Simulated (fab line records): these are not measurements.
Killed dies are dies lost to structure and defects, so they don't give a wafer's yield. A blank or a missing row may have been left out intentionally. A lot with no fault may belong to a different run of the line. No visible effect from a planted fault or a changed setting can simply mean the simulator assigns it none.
fab line records	flow n5_finfet	part 1 of 2: steps 1 to 4 of 6
record lots=24	wafers=72	last_day=17
route steps=1938 shown BEOL_M3@1000 BEOL_M4@1034
lots untouched by any fault: they come from a run of this same line in which no faults occurred
start_h: start of the lot's first displayed wafer, in hours after the record's first day	wait_h: how many hours have passed since the lot's step before this one	" unchanged from the row above	L1.1+2: one row covering several wafers at once	- value missing, or start not given	* or withheld: withheld	< > ~ a bound
route shown NAME@n: NAME is a module with steps in the file, n the number in the route of the first one	usual: mean/standard deviation of fault-free wafers	same: alike in all rows	chamber/n: place in a boat	sites: the reading at each site	_std_site: the standard deviation of these	_edge_site: outer sites' mean less inner sites'	radius_mm: for every site, how far away it sits from the centre of the wafer	mask NAME#n: copy n	behind: tool/chamber where the wafer was last shaped	hold: the reason the lot was held/the length of the hold in hours/how it ended	device: whichever transistor did not switch (one of n, p or np)	end of line: the tests these same wafers got at the end of their route	a step with no rows: only its recipe	killed: at the first sort, the dies lost to defects and structure; wafer yield is something else	map: a wafer's dies, marking killed ones x, the rest . and places with no die _
set.NAME: setting as actually run; set.NAME@STEP: the setting as run at that earlier step	model.NAME: the simulator's own value behind a step, which no gauge read
one table for each step of the route and one row for each wafer, over a sample of lots
services: the hour from which a tool's chamber was out of use, counted from the record's first day as start_h (under 0 if before that day), plus the number of hours and why
## steps
# step N5_BEOL_M3_SPUTTER_86
# recipe material=Cu	target_thk_a=45	temp_c=-20	chamber_pressure_pa=0.07	power_w=withheld	time_s=8.29
# usual throttle_valve_pct=30.2/0.94
# same time_s=8.29
lot.wafer	tool	chamber	start_h	wait_h	throttle_valve_pct
L074.2	pvd_sputter-03	-	149.24	0.1	30.3
L074.3	"	-	"	"	28.3
L074.4	"	-	"	"	31.0
L075.1	pvd_sputter-03	-	161.42	0.1	28.6
L075.4	"	-	"	"	31.0
L075.5	"	-	"	"	30.3
L077.2	pvd_sputter-02	-	164.02	0.1	30.0
L077.3	"	-	"	"	29.6
L077.4	"	-	"	"	29.8
L076.3	pvd_sputter-03	-	167.67	3.8	30.4
L076.5	"	-	"	"	28.4
L076.6	"	-	"	"	30.3
L078.1	pvd_sputter-03	-	178.03	0.1	30.6
L078.4	"	-	"	"	30.2
L078.5	"	-	"	"	30.9
L079.1	pvd_sputter-03	-	181.01	0.1	30.9
L079.4	"	-	"	"	30.3
L079.6	"	-	"	"	28.4
L080.3	pvd_sputter-01	-	186.59	0.1	28.9
L080.4	"	-	"	"	30.3
L080.5	"	-	"	"	31.7
L081.3	pvd_sputter-02	-	199.55	0.1	30.3
L081.5	"	-	"	"	31.4
L081.6	"	-	"	"	29.6
L082.1	pvd_sputter-01	-	206.43	0.1	30.9
L082.4	"	-	"	"	30.4
L082.6	"	-	"	"	28.8
L083.1	pvd_sputter-02	-	209.31	0.1	29.9
L083.4	"	-	"	"	29.4
L083.5	"	-	"	"	29.4
L084.1	pvd_sputter-03	-	221.79	0.1	30.2
L084.2	"	-	"	"	30.9
L084.6	"	-	"	"	30.2
L085.3	pvd_sputter-01	-	222.98	0.1	28.9
L085.5	"	-	"	"	28.7
L085.6	"	-	"	"	30.1
L086.1	pvd_sputter-01	-	229.60	0.1	31.2
L086.5	"	-	"	"	29.1
L086.6	"	-	"	"	31.7
L088.2	pvd_sputter-02	-	237.47	0.1	29.5
L088.5	"	-	"	"	29.4
L088.6	"	-	"	"	31.5
L089.1	pvd_sputter-02	-	240.74	0.1	31.3
L089.4	"	-	"	"	29.5
L089.6	"	-	"	"	30.2
L087.1	pvd_sputter-03	-	240.91	0.1	30.9
L087.2	"	-	"	"	28.6
L087.3	"	-	"	"	30.2
L090.2	pvd_sputter-03	-	243.85	0.1	28.5
L090.3	"	-	"	"	30.7
L090.6	"	-	"	"	30.2
L091.1	pvd_sputter-02	-	247.30	0.1	31.4
L091.2	"	-	"	"	30.2
L091.3	"	-	"	"	29.6
L093.1	pvd_sputter-01	-	260.47	0.1	30.5
L093.5	"	-	"	"	30.8
L093.6	"	-	"	"	31.8
L092.2	pvd_sputter-03	-	263.07	0.1	30.6
L092.4	"	-	"	"	31.1
L092.5	"	-	"	"	28.5
L094.1	pvd_sputter-02	-	281.64	0.1	29.4
L094.3	"	-	"	"	30.5
L094.4	"	-	"	"	29.7
L095.2	pvd_sputter-02	-	287.54	0.1	31.5
L095.4	"	-	"	"	29.4
L095.5	"	-	"	"	29.3
L096.1	pvd_sputter-03	-	289.89	0.1	28.5
L096.3	"	-	"	"	31.1
L096.6	"	-	"	"	30.4
L097.3	pvd_sputter-02	-	300.00	0.1	30.4
L097.4	"	-	"	"	29.8
L097.6	"	-	"	"	29.8
# step N5_BEOL_M3_SPUTTER_96
# recipe material=Cu	target_thk_a=45	temp_c=-20	chamber_pressure_pa=0.07	power_w=withheld	time_s=8.29
# usual throttle_valve_pct=30.2/0.92
# same time_s=8.29
lot.wafer	tool	chamber	start_h	wait_h	throttle_valve_pct
L074.2	pvd_sputter-03	-	150.34	0.1	29.9
L074.3	"	-	"	"	28.4
L074.4	"	-	"	"	30.9
L075.1	pvd_sputter-03	-	162.52	0.1	28.8
L075.4	"	-	"	"	30.9
L075.5	"	-	"	"	30.2
L077.2	pvd_sputter-02	-	165.12	0.1	30.0
L077.3	"	-	"	"	29.5
L077.4	"	-	"	"	29.8
L076.3	pvd_sputter-03	-	168.77	0.1	30.3
L076.5	"	-	"	"	28.5
L076.6	"	-	"	"	30.1
L078.1	pvd_sputter-03	-	179.13	0.1	30.8
L078.4	"	-	"	"	30.1
L078.5	"	-	"	"	31.0
L079.1	pvd_sputter-03	-	182.11	0.1	31.0
L079.4	"	-	"	"	30.6
L079.6	"	-	"	"	28.5
L080.3	pvd_sputter-01	-	187.69	0.1	28.8
L080.4	"	-	"	"	30.1
L080.5	"	-	"	"	31.4
L081.3	pvd_sputter-02	-	200.65	0.1	30.5
L081.5	"	-	"	"	31.3
L081.6	"	-	"	"	29.5
L082.1	pvd_sputter-01	-	207.53	0.1	31.2
L082.4	"	-	"	"	30.1
L082.6	"	-	"	"	28.8
L083.1	pvd_sputter-02	-	210.41	0.1	29.5
L083.4	"	-	"	"	29.4
L083.5	"	-	"	"	29.6
L084.1	pvd_sputter-03	-	222.89	0.1	30.4
L084.2	"	-	"	"	31.0
L084.6	"	-	"	"	30.2
L085.3	pvd_sputter-01	-	224.08	0.1	28.9
L085.5	"	-	"	"	28.8
L085.6	"	-	"	"	30.4
L086.1	pvd_sputter-01	-	230.70	0.1	30.7
L086.5	"	-	"	"	29.2
L086.6	"	-	"	"	31.6
L088.2	pvd_sputter-02	-	238.57	0.1	29.9
L088.5	"	-	"	"	29.3
L088.6	"	-	"	"	31.0
L089.1	pvd_sputter-02	-	241.84	0.1	31.4
L089.4	"	-	"	"	29.4
L089.6	"	-	"	"	30.1
L087.1	pvd_sputter-03	-	242.01	0.1	31.1
L087.2	"	-	"	"	28.8
L087.3	"	-	"	"	30.2
L090.2	pvd_sputter-03	-	244.95	0.1	28.7
L090.3	"	-	"	"	31.1
L090.6	"	-	"	"	29.9
L091.1	pvd_sputter-02	-	248.40	0.1	31.2
L091.2	"	-	"	"	30.4
L091.3	"	-	"	"	29.4
L093.1	pvd_sputter-01	-	261.57	0.1	30.2
L093.5	"	-	"	"	31.2
L093.6	"	-	"	"	31.6
L092.2	pvd_sputter-03	-	264.17	0.1	30.6
L092.4	"	-	"	"	30.8
L092.5	"	-	"	"	28.4
L094.1	pvd_sputter-02	-	282.74	0.1	29.6
L094.3	"	-	"	"	30.1
L094.4	"	-	"	"	29.4
L095.2	pvd_sputter-02	-	288.64	0.1	31.1
L095.4	"	-	"	"	29.8
L095.5	"	-	"	"	29.7
L096.1	pvd_sputter-03	-	290.99	0.1	28.6
L096.3	"	-	"	"	31.3
L096.6	"	-	"	"	30.1
L097.3	pvd_sputter-02	-	301.10	0.1	30.5
L097.4	"	-	"	"	29.7
L097.6	"	-	"	"	29.9
# step N5_BEOL_M4_CD_MEAS_11
# recipe target_cd_nm=16.79	landing_energy_ev=500	detector=se_inlens	polarity=opening
# usual cd_nm=16.81/0.21
lot.wafer	tool	chamber	start_h	wait_h	cd_nm
L074.2	cd_sem-01	0	153.33	-	16.96
L074.3	"	0	"	"	16.82
L074.4	"	0	"	"	16.76
L075.1	cd_sem-03	0	166.28	-	17.30
L075.4	"	0	"	"	16.67
L075.5	"	0	"	"	16.65
L077.2	cd_sem-01	0	167.08	-	17.02
L077.3	"	0	"	"	16.84
L077.4	"	0	"	"	16.74
L076.3	cd_sem-01	0	175.59	-	16.80
L076.5	"	0	"	"	16.73
L076.6	"	0	"	"	16.95
L078.1	cd_sem-02	0	182.87	-	16.81
L078.4	"	0	"	"	16.92
L078.5	"	0	"	"	16.62
L079.1	cd_sem-01	0	185.70	-	16.80
L079.4	"	0	"	"	16.83
L079.6	"	0	"	"	16.82
L080.3	cd_sem-01	0	189.98	-	16.94
L080.4	"	0	"	"	17.04
L080.5	"	0	"	"	16.93
L081.3	cd_sem-01	0	203.85	-	16.85
L081.5	"	0	"	"	16.77
L081.6	"	0	"	"	16.44
L082.1	cd_sem-01	0	210.13	-	16.99
L082.4	"	0	"	"	16.83
L082.6	"	0	"	"	16.76
L083.1	cd_sem-01	0	214.18	-	16.93
L083.4	"	0	"	"	16.92
L083.5	"	0	"	"	17.12
L084.1	cd_sem-03	0	225.31	-	16.92
L084.2	"	0	"	"	17.00
L084.6	"	0	"	"	16.79
L085.3	cd_sem-03	0	228.49	-	17.25
L085.5	"	0	"	"	16.88
L085.6	"	0	"	"	17.10
L086.1	cd_sem-01	0	232.71	-	16.76
L086.5	"	0	"	"	16.39
L086.6	"	0	"	"	16.53
L088.2	cd_sem-01	0	240.50	-	16.74
L088.5	"	0	"	"	16.62
L088.6	"	0	"	"	16.52
L089.1	cd_sem-02	0	244.90	-	16.73
L089.4	"	0	"	"	16.94
L089.6	"	0	"	"	16.80
L087.1	cd_sem-01	0	245.03	-	17.35
L087.2	"	0	"	"	17.03
L087.3	"	0	"	"	16.56
L090.2	cd_sem-02	0	246.84	-	16.47
L090.3	"	0	"	"	17.01
L090.6	"	0	"	"	16.81
L091.1	cd_sem-01	0	251.18	-	16.97
L091.2	"	0	"	"	16.74
L091.3	"	0	"	"	16.93
L093.1	cd_sem-01	0	264.99	-	16.77
L093.5	"	0	"	"	16.39
L093.6	"	0	"	"	17.08
L092.2	cd_sem-02	0	266.02	-	16.91
L092.4	"	0	"	"	16.98
L092.5	"	0	"	"	16.69
L094.1	cd_sem-01	0	285.26	-	16.82
L094.3	"	0	"	"	16.68
L094.4	"	0	"	"	17.11
L095.2	cd_sem-02	0	292.78	-	16.75
L095.4	"	0	"	"	16.51
L095.5	"	0	"	"	16.34
L096.1	cd_sem-01	0	293.46	-	16.94
L096.3	"	0	"	"	16.55
L096.6	"	0	"	"	16.73
L097.3	cd_sem-02	0	303.02	-	16.73
L097.4	"	0	"	"	16.88
L097.6	"	0	"	"	16.52
# step N5_BEOL_M4_DESCUM_16
# recipe chemistry=O2	time_s=7	source_power_w=50	bias_power_w=20	pressure_mtorr=20	rf_frequency_hz=2.712e+07	temp_c=40	resist=CAR-EUV	o2_flow_sccm=225
# usual drypump_motor_current_A=5.8/0.4	oes_product_au=0.82/0.084	rf_vpp_V=243.6/1.4	showerhead_plenum_p_Torr=2.13/0.07	throttle_valve_pct=20.24/0.26
# same time_s=7
lot.wafer	tool	chamber	start_h	wait_h	drypump_motor_current_A	oes_product_au	rf_hours_counter_h	rf_vpp_V	showerhead_plenum_p_Torr	throttle_valve_pct
L074.2	rie_diel-04	0	153.52	0.1	5.5	0.88	44	244.0	2.13	20.33
L074.3	"	1	"	"	6.0	0.86	50	244.5	2.13	19.97
L074.4	"	0	"	"	5.5	0.89	-	244.6	2.13	20.32
L075.1	rie_diel-06	3	166.40	0.0	6.6	0.69	229	240.8	1.97	20.09
L075.4	"	1	"	"	6.4	0.86	64	245.6	2.22	20.34
L075.5	"	3	"	"	6.6	0.68	-	241.6	1.97	20.11
L077.2	rie_diel-05	0	167.20	0.0	5.0	0.93	12	244.3	2.23	20.38
L077.3	"	1	"	"	5.6	0.75	133	244.2	2.18	20.17
L077.4	"	3	"	"	5.9	0.67	239	243.0	2.06	20.58
L076.3	rie_diel-05	0	175.71	0.0	5.1	0.91	14	245.9	2.23	20.38
L076.5	"	0	"	"	5.1	0.92	-	245.7	2.23	20.36
L076.6	"	3	"	"	5.9	0.66	-	242.7	2.06	20.60
L078.1	rie_diel-05	1	183.46	0.5	5.6	0.74	138	244.7	2.18	20.19
L078.4	"	2	"	"	5.8	0.93	22	242.7	2.14	19.82
L078.5	"	0	"	"	5.0	0.91	-	245.9	2.23	20.37
L079.1	rie_diel-04	2	185.83	0.0	5.9	0.80	94	244.3	2.11	20.62
L079.4	"	0	"	"	5.4	0.87	53	242.9	2.13	20.35
L079.6	"	0	"	"	5.4	0.86	-	244.4	2.13	20.35
L080.3	rie_diel-05	1	190.10	0.0	5.6	0.75	140	244.5	2.18	20.17
L080.4	"	0	"	"	5.1	0.91	19	245.2	2.23	20.40
L080.5	"	1	"	"	5.6	0.74	-	243.7	2.18	20.20
L081.3	rie_diel-04	0	204.22	0.3	5.5	0.86	56	243.4	2.13	20.34
L081.5	"	2	"	"	5.9	0.80	-	243.2	2.11	20.62
L081.6	"	1	"	"	6.0	0.83	-	244.2	2.12	19.98
L082.1	rie_diel-05	0	210.35	0.1	5.1	0.89	26	244.3	2.23	20.39
L082.4	"	0	"	"	5.1	0.89	-	246.5	2.22	20.40
L082.6	"	2	"	"	5.8	0.91	-	244.5	2.13	19.83
L083.1	rie_diel-05	0	214.31	0.0	5.1	0.89	27	243.9	2.22	20.40
L083.4	"	0	"	"	5.0	0.89	-	245.6	2.23	20.42
L083.5	"	2	"	"	5.8	0.90	-	243.5	2.13	19.83
L084.1	rie_diel-06	1	225.45	0.1	6.5	0.84	80	244.7	2.21	20.36
L084.2	"	0	"	"	5.9	0.73	169	243.0	2.09	20.33
L084.6	"	3	"	"	6.6	0.68	-	241.6	1.97	20.12
L085.3	rie_diel-05	1	228.61	0.0	5.6	0.73	156	245.0	2.17	20.21
L085.5	"	0	"	"	5.1	0.88	-	244.5	2.22	20.40
L085.6	"	2	"	"	5.8	0.89	-	243.5	2.13	19.83
L086.1	rie_diel-05	0	232.83	0.0	5.1	0.87	36	246.6	2.22	20.40
L086.5	"	0	"	"	5.0	0.87	-	244.5	2.22	20.43
L086.6	"	2	"	"	5.8	0.88	-	243.3	2.13	19.85
L088.2	rie_diel-04	0	240.62	0.0	5.4	0.85	70	243.9	2.12	20.35
L088.5	"	0	"	"	5.4	0.85	-	242.2	2.13	20.37
L088.6	"	1	"	"	6.0	0.83	-	242.4	2.12	20.00
L089.1	rie_diel-06	0	245.11	0.1	5.9	0.72	177	242.3	2.09	20.35
L089.4	"	2	"	"	5.7	0.75	-	242.4	2.00	20.47
L089.6	"	1	"	"	6.5	0.84	-	246.6	2.21	20.38
L087.1	rie_diel-04	1	245.55	0.4	6.0	0.83	82	242.9	2.12	20.00
L087.2	"	0	"	"	5.4	0.84	71	243.0	2.12	20.38
L087.3	"	2	"	"	5.9	0.78	115	242.3	2.11	20.64
L090.2	rie_diel-06	0	246.96	0.0	5.9	0.73	178	242.7	2.09	20.36
L090.3	"	1	"	"	6.5	0.83	89	243.0	2.21	20.38
L090.6	"	2	"	"	5.6	0.75	-	242.0	2.00	20.47
L091.1	rie_diel-05	3	251.31	0.0	5.9	0.97	3	241.8	2.06	20.20
L091.2	"	0	"	"	5.1	0.85	46	245.6	2.22	20.41
L091.3	"	1	"	"	5.7	0.72	167	243.7	2.17	20.23
L093.1	rie_diel-06	0	265.42	0.3	5.9	0.72	185	242.1	2.09	20.37
L093.5	"	2	"	"	5.6	0.74	-	242.0	1.99	20.49
L093.6	"	0	"	"	5.9	0.72	-	242.1	2.09	20.36
L092.2	rie_diel-06	3	266.24	0.1	6.6	0.96	6	244.5	2.23	19.73
L092.4	"	3	"	"	6.6	0.97	-	244.9	2.23	19.72
L092.5	"	2	"	"	5.6	0.74	-	242.6	1.99	20.49
L094.1	rie_diel-04	1	285.71	0.4	6.0	0.80	98	245.3	2.11	20.03
L094.3	"	2	"	"	5.9	0.77	130	242.8	2.10	20.67
L094.4	"	0	"	"	5.4	0.82	88	242.5	2.12	20.39
L095.2	rie_diel-06	1	292.90	0.0	6.5	0.83	101	246.1	2.20	20.41
L095.4	"	1	"	"	6.4	0.82	-	244.1	2.20	20.39
L095.5	"	3	"	"	6.6	0.94	-	245.8	2.22	19.74
L096.1	rie_diel-04	0	293.58	0.0	5.4	0.82	90	243.1	2.12	20.38
L096.3	"	1	"	"	6.0	0.79	101	243.5	2.11	20.04
L096.6	"	0	"	"	5.4	0.83	-	243.1	2.12	20.41
L097.3	rie_diel-06	3	303.14	0.0	6.6	0.93	18	244.2	2.22	19.72
L097.4	"	2	"	"	5.7	0.73	195	242.0	1.99	20.49
L097.6	"	2	"	"	5.6	0.73	-	242.1	1.99	20.49
